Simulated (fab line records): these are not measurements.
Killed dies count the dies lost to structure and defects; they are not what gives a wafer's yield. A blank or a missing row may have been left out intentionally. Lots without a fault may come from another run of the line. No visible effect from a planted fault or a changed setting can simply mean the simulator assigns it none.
Comparing a struck lot with a sound one || flow n5-finfet || 44 out of 1938 route steps
Sound: the wafers L944.1, L944.3, L944.6. Struck: wafer L936.4. (L936.1 of the same lot was not struck and is left out.) The cause comes at the end.
Order at every step that has rows: each side's tool, ch and its chambers, its first start. Under that, the readings that differ: sound wafers || struck wafers || difference of the means || sigmas: that difference in standard deviations of wafers without a fault.
alike: a reading whose means differ by less than 2 such deviations, as well as words and numbers matching on both sides. not compared: withheld readings; readings where some wafer has no value; bounds like >300 that might hide an equal value; numbers whose values overlap and for which the record gives no deviation.
The two part at a step that has a row with sigmas, a row that says differs or no value, or rows on one side only. Numbers that have no deviation but don't overlap get no sigmas and don't part them. Lack of a reading on every wafer of one side parts them only where that side has two or more wafers.

first, 4 steps without rows for these wafers: N5_PMOS_HMC_CHANNEL_EPI_PRECLEAN_37 (cleans in O3/DIW, time 45 s); N5_PMOS_HMC_CHANNEL_EPI_PRECLEAN_24 (cleans in DHF, time 30 s); N5_PMOS_HMC_CHANNEL_EPI_SRD_25 (time 30 s); N5_PMOS_HMC_CHANNEL_EPI_EPI_26 (deposits Si from SiH4/H2, target thk 3.8 nm, time 22.7 s).
N5_PMOS_HMC_CHANNEL_EPI_INSPECT_30: inspects for defects (darkfield).
  sound: defect-inspect-01 at day 6 02:22; struck: defect-inspect-01 at day 4 02:29
  alike: raw-defect-count
then, 4 steps without rows for these wafers: N5_FIN_SAQP_PRECLEAN_42 (cleans in O3/DIW, time 60 s); N5_FIN_SAQP_PRECLEAN_00 (cleans in SC1, time 60 s); N5_FIN_SAQP_PRECLEAN_44 (cleans in SC2, time 45 s); N5_FIN_SAQP_SRD_01 (time 30 s).
N5_FIN_SAQP_ALD_61: deposits SiO2, target thk 4 nm, pulse time 1 s, purge time 2 s.
  sound on ald-sin-03 ch 0,1,3, day 6 02:30; struck on ald-sin-01 ch 1, day 4 02:37
  alike: heater-power-w, precursor-pulse-height-rel
then, 1 step without rows for these wafers: N5_FIN_SAQP_DENSIFY_62 (time 60 s).
N5_FIN_SAQP_HM_DEP_03: deposits SiNx from SiH4/NH3/N2, target thk 38 nm, time 33.6 s.
  sound on pecvd-02 ch 0,2, day 6 02:55; struck on pecvd-04 ch 0, day 4 03:05
{"reading": "model.SiNx_of_FIN_SAQP_HM_DEP_03.thk-nm (nm)", "sound": "37.73 38.02 38.82", "struck": 26.09, "difference": -12.10, "sigmas": ""}
  alike: heater-power-w, showerhead-plenum-p-Torr, throttle-valve-pct
  not compared: rf-fwd-power-W
N5_FIN_SAQP_THK_MEAS_05:
  sound: film-metro-02 at day 6 03:00; struck: film-metro-02 at day 4 03:11
{"reading": "thk-nm (nm)", "sound": "37.7 38.0 38.8", "struck": 26.1, "difference": -12.1, "sigmas": -23}
then, 2 steps without rows for these wafers: N5_FIN_SAQP_PECVD_47 (deposits a-Si from SiH4/He, target thk 45 nm, time 36.3 s); N5_FIN_SAQP_PECVD_48 (deposits SiNx from SiH4/NH3/N2, target thk 25 nm, time 22.1 s).
N5_FIN_SAQP_PECVD_06: deposits a-Si from SiH4/He, target thk 60 nm, time 48.1 s.
  sound on pecvd-01 ch 0,2, day 6 03:07; struck on pecvd-01 ch 1, day 4 03:19
  alike: heater-power-w, rf-fwd-power-W, showerhead-plenum-p-Torr, throttle-valve-pct
N5_FIN_SAQP_THK_MEAS_07:
  sound: film-metro-02 at day 6 03:13; struck: film-metro-01 at day 4 03:24
  alike: thk-nm
then, 9 steps without rows for these wafers: N5_FIN_SAQP_HM_DEP_72 (deposits SiO2 from SiH4/N2O, target thk 12 nm, time 7.2 s); N5_FIN_SAQP_COAT_49 (time 60 s, resist thk 100 nm); N5_FIN_SAQP_COAT_50 (time 60 s, resist thk 35 nm); N5_FIN_SAQP_COAT_10 (resist thk 90 nm); N5_FIN_SAQP_EBR_12; N5_FIN_SAQP_SOFTBAKE_11 (time 60 s); N5_FIN_SAQP_EXPOSE_13 (exposes mask FIN CORE, target cd 35.6 nm); N5_FIN_SAQP_PEB_14 (peb time 60 s); N5_FIN_SAQP_DEVELOP_15 (develop time 30 s).
N5_FIN_SAQP_CD_MEAS_16 targets a cd of 35.6 nm.
  sound on cd-sem-02 ch 0, day 6 03:34; struck on cd-sem-01 ch 0, day 4 03:53
  alike: cd-nm
N5_FIN_SAQP_OVL_MEAS_17:
  sound on overlay-02 ch 0, day 6 03:37; struck on overlay-02 ch 0, day 4 03:55
  alike: FIN_CORE_OVL
N5_FIN_SAQP_INSPECT_18: inspects for defects (brightfield).
  sound: defect-inspect-02 at day 6 03:38; struck: defect-inspect-01 at day 4 03:56
  alike: raw-defect-count
then, 4 steps without rows for these wafers: N5_FIN_SAQP_DESCUM_21 (chemistry O2, time 7.9 s); N5_FIN_SAQP_ETCH_51 (etches SiARC in CF4, target depth 45.5 nm, time 75.8 s); N5_FIN_SAQP_ETCH_52 (etches SOC in N2/H2, target depth 100 nm, overetch 20 nm, time 150 s); N5_FIN_SAQP_STRIP_53 (strips in N2/H2).
N5_FIN_SAQP_HM_OPEN_73: chemistry CHF3/O2, target SiO2, stops on a-Si, target depth 12 nm, time 16.8 s.
  sound on rie-diel-06 ch 0,2,3, day 6 03:52; struck on rie-diel-06 ch 0, day 4 04:11
  alike: drypump-motor-current-A, oes-product-au, rf-fwd-power-W, rf-vpp-V, showerhead-plenum-p-Torr, throttle-valve-pct
  not compared: rf-hours-counter-h
then, 2 steps without rows for these wafers: N5_FIN_SAQP_STRIP_74 (strips in CHF3/O2); N5_FIN_SAQP_MANDREL_ETCH_22 (etches a-Si in HBr/Cl2, stops on SiNx, target depth 60 nm, bt time 10 s, time 30 s).
N5_FIN_SAQP_STRIP_55: strips in N2/H2.
  sound on rie-diel-06 ch 0,2,3, day 6 04:02; struck on rie-diel-04 ch 3, day 4 04:25
{"reading": "power-w (W)", "sound": "499.8 498.5 500.1", "struck": 502.6, "difference": "+3.1", "sigmas": "+2"}
  alike: drypump-motor-current-A, oes-product-au, rf-vpp-V, showerhead-plenum-p-Torr, throttle-valve-pct
  not compared: rf-hours-counter-h
then, 3 steps without rows for these wafers: N5_FIN_SAQP_STRIP_23 (strips in SPM, time 750 s); N5_FIN_SAQP_SRD_66 (time 30 s); N5_FIN_SAQP_RECESS_75 (chemistry HF/NH3, target SiO2, target depth 14.4 nm, afs cycles 3, sublimation time 60 s).
N5_FIN_SAQP_SPACER1_ALD_24: deposits SiO2, target thk 20.3 nm, pulse time 1 s, purge time 2 s.
  sound on ald-sin-02 ch 1,3, day 6 05:07; struck on ald-sin-03 ch 0, day 4 05:29
  alike: heater-power-w, precursor-pulse-height-rel
N5_FIN_SAQP_HM_OPEN_33: chemistry CH3F/O2, target SiNx, target depth 49.4 nm, time 70.6 s.
  sound on rie-diel-03 ch 1,2,3, day 6 08:07; struck on rie-diel-03 ch 3, day 4 08:29
{"reading": "etch-rf-on-time-s (s)", "sound": "65.8 69.1 69.4", "struck": 48.9, "difference": -19.2, "sigmas": -11}
{"reading": "model.etch.depth-nm (nm)", "sound": "37.11 37.39 38.19", "struck": 25.43, "difference": -12.13, "sigmas": ""}
  alike: drypump-motor-current-A, oes-product-au, rf-fwd-power-W, rf-vpp-V, showerhead-plenum-p-Torr, throttle-valve-pct
  not compared: rf-hours-counter-h
N5_STI_FIN_REVEAL_RECESS_09: chemistry HF/NH3, target SiO2, afs cycles 11, target depth 42.5 nm, sublimation time 60 s.
  sound on vapor-etch-01 ch 0,1, day 6 16:12; struck on vapor-etch-01 ch 1, day 4 16:40
{"reading": "model.SiNx_of_FIN_SAQP_HM_DEP_03.thk-nm (nm)", "sound": "18.2 18.2 18.8", "struck": 6, "difference": -12, "sigmas": ""}
  alike: drypump-motor-current-A, foreline-p-Torr, sublimation-temp-c
-- record jumps: 5 days separate the struck wafers' starts on either side; left off in module STI_FIN_REVEAL, taken up again in module BEOL_M4, whose first shown step is the route's number 1111 --
N5_BEOL_M4_RC_MEAS_101:
  sound on prober-01 ch 0, day 12 04:05; struck on prober-02 ch 0, day 10 04:01
{"reading": "DIBL_N (mV/V)", "sound": "35.8 36.0 36.5", "struck": 40.7, "difference": "+4.6", "sigmas": "+3"}
{"reading": "DIBL_P (mV/V)", "sound": "36.9 37.0 38.0", "struck": 41.7, "difference": "+4.4", "sigmas": "+2"}
{"reading": "IOFF_N (nA/um)", "sound": "0.169 0.182 0.188", "struck": 0.285, "difference": "+0.105", "sigmas": "+4"}
{"reading": "IOFF_P (nA/um)", "sound": "0.20 0.21 0.21", "struck": 0.32, "difference": "+0.11", "sigmas": "+3"}
{"reading": "SS_P (mV/dec)", "sound": "73.4 73.8 73.8", "struck": 75.1, "difference": "+1.4", "sigmas": "+2"}
{"reading": "VT_N (mV)", "sound": "248 245 247", "struck": 238, "difference": -9, "sigmas": -3}
  alike: ION_N, ION_P, SS_N, VT_P

## WHERE THEY PART
Last at N5_BEOL_M4_RC_MEAS_101 as far as this record goes, first at N5_FIN_SAQP_THK_MEAS_05.

WHY: what had been put in by the simulator
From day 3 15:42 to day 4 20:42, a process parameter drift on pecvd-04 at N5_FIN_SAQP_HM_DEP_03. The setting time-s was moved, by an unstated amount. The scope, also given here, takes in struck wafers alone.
